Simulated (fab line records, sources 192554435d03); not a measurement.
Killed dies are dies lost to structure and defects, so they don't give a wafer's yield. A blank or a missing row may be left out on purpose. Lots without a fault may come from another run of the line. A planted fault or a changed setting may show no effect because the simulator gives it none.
Chamber matching | flow n5_finfet | N5_BEOL_M1_CO_CAP_55 on cvd_co-01: 3 sister chambers
The step material Co, precursor CCTBA/H2, target thk 2 nm, time 102.1 s. 6 wafers are shown with their chamber, then 12 later ones without.

WAFERS WITH THEIR CHAMBER
wafer  | chamber | heater_power_w (W)
L083.6 | 0       | 210
L086.3 | 1       | 247
L086.4 | 2       | 250
L088.2 | 2       | 249
L088.3 | 1       | 245
L088.5 | 0       | 210

WAFERS WITHOUT THEIR CHAMBER
wafer  | heater_power_w (W)
L087.2 | 213
L087.3 | 251
L087.5 | 212
L090.1 | 251
L090.5 | 238
L090.6 | 250
L095.1 | 256
L095.2 | 246
L095.4 | 215
L096.4 | 206
L096.5 | 249
L096.6 | 241

WHICH CHAMBER EACH WENT THROUGH
wafer  | from the rows above | in truth
L087.2 | 0                   | 0
L087.3 | 2                   | 2
L087.5 | 0                   | 0
L090.1 | 2                   | 2
L090.5 | 1                   | 1
L090.6 | 2                   | 2
L095.1 | 2                   | 2
L095.2 | 1                   | 1
L095.4 | 0                   | 0
L096.4 | 0                   | 0
L096.5 | 2                   | 2
L096.6 | 1                   | 1
Placed correctly: 12 of 12. Can't be placed from these rows: 0. Placed wrongly: 0.
How it was worked out, from the rows above alone: a wafer's distance from a chamber is the root of the sum, over the readings, of the square of ((its reading less the chamber's mean) divided by the reading's scatter). The wafer belongs to the nearest chamber; if the next one is less than 2 further off, it can't be placed. A chamber's mean is the mean of its shown wafers. The scatter: the root of (the sum of the squares of (reading less its chamber's mean) over the shown wafers, divided by (wafers less chambers)).
